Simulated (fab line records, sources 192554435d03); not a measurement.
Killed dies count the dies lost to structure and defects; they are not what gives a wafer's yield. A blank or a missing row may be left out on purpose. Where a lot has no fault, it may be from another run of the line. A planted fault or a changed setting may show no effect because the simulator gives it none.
A struck lot beside a sound one | flow n5 finfet | 17 steps out of a route of 1938
Sound: these wafers, L198.2, L198.3, L198.5. Wafers L199.1, L199.4, L199.6 were the ones struck. The cause comes at the end.
Per side, at each step with rows, come the tool, then ch with its chambers, and then its first start. Under that, the readings that differ: sound wafers | struck wafers | difference of the means | sigmas: that difference in standard deviations of wafers without a fault.
alike: a reading whose means differ by less than 2 such deviations, as well as words and numbers matching on both sides. not compared: withheld readings; readings where some wafer has no value; bounds like >300 that might hide an equal value; numbers whose values overlap and for which the record gives no deviation.
Wherever a step has rows on one side only, a row that says differs or no value, or a row with sigmas, the two part there. Numbers that don't overlap but have no deviation are shown without sigmas and don't part them. A reading that every wafer of one side lacks parts them only if that side has two wafers or more.

first, 8 steps without rows for these wafers: N5_BEOL_M13_COAT_58 (time 60 s, resist thk 89 nm); N5_BEOL_M13_COAT_04 (resist thk 400 nm); N5_BEOL_M13_EBR_06; N5_BEOL_M13_SOFTBAKE_05 (time 60 s); N5_BEOL_M13_EXPOSE_07 (exposes mask V12); N5_BEOL_M13_PEB_08 (peb time 90 s); N5_BEOL_M13_DEVELOP_09 (develop time 45 s); N5_BEOL_M13_HARDBAKE_14 (time 120 s).
N5_BEOL_M13_CD_MEAS_10: target cd 190 nm.
  sound on cd sem-01 ch 0, day 14 12:37; struck on cd sem-01 ch 0, day 14 23:25
  alike: cd nm
N5_BEOL_M13_OVL_MEAS_11:
  sound on overlay-02 ch 0, day 14 12:38; struck on overlay-02 ch 0, day 14 23:26
  alike: V12_OVL
N5_BEOL_M13_INSPECT_12: inspects for defects (macro).
  sound on defect inspect-02, day 14 12:40; struck on defect inspect-01, day 14 23:28
  alike: raw defect count
N5_BEOL_M13_DESCUM_15: chemistry O2, time 7.9 s.
  sound on rie diel-02 ch 0,2,3, day 14 12:42; struck on rie diel-02 ch 0,2,3, day 14 23:30
  alike: drypump motor current A, oes product au, rf vpp V, showerhead plenum p Torr, throttle valve pct
  not compared: rf hours counter h
N5_BEOL_M13_ETCH_59: etches BARC in N2/H2, target depth 89 nm, overetch 26.7 nm, time 67.9 s.
  sound on rie diel-02 ch 0,2,3, day 14 12:44; struck on rie diel-02 ch 0,2,3, day 14 23:32
  reading                                    | sound           | struck            | difference | sigmas
  run length s (s)                           | 90.4 92.0 91.7  | 79.2 78.2 78.7    | -12.7      | -23
  model.coat_of_BEOL_M13_COAT_04.thk nm (nm) | 318.2 319 318.4 | 329.4 327.4 326.6 | +9.3       |
  alike: drypump motor current A, oes product au, rf vpp V, showerhead plenum p Torr, throttle valve pct
  not compared: rf hours counter h
N5_BEOL_M13_VIA_ETCH_16: etches SiOC in C4F8/O2/Ar, target depth 921.7 nm.
  sound on rie diel-02 ch 0,2,3, day 14 12:47; struck on rie diel-02 ch 0,2,3, day 14 23:35
  reading                                    | sound          | struck         | difference | sigmas
  model.coat_of_BEOL_M13_COAT_04.thk nm (nm) | 72.2 74.6 70.2 | 81.6 75.4 76.2 | +5.4       |
  alike: C4F8_flow_sccm, drypump motor current A, oes product au, rf vpp V, showerhead plenum p Torr, throttle valve pct
N5_BEOL_M13_STRIP_63: strips in N2/H2.
  sound on plasma asher-02 ch 0,1, day 14 13:01; struck on plasma asher-02 ch 0,1, day 14 23:52
  alike: drypump motor current A, heater power w, oes product au, strip time to endpoint s
  not compared: rf hours counter h
N5_BEOL_M13_STRIP_64: strips in N2/H2.
  sound on plasma asher-02 ch 0,1, day 14 13:05; struck on plasma asher-02 ch 0,1, day 14 23:56
  alike: drypump motor current A, heater power w, oes product au, strip time to endpoint s
  not compared: rf hours counter h
N5_PASSIVATION_PROBE_49:
  sound on prober-02, day 15 21:28; struck on prober-01, day 16 07:25
  alike: defect limited yield, killed_at_M0_to_M3, killed_at_M4_up, killed at contacts, killed at front end, killed at other, killed dies, killed on rim, killed open, killed short, sort_bin_5_function, sort_bin_6_memory, sort n pass, sort yield pct

## WHERE THEY PART
Only at N5_BEOL_M13_ETCH_59, as far as this record shows. Later steps at which nothing parts them and some readings are alike: N5_BEOL_M13_VIA_ETCH_16, N5_BEOL_M13_STRIP_63, N5_BEOL_M13_STRIP_64, N5_PASSIVATION_PROBE_49.

WHY: what had been put in by the simulator
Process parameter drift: rie diel-02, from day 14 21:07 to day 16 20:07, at N5_BEOL_M13_ETCH_59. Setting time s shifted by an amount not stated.
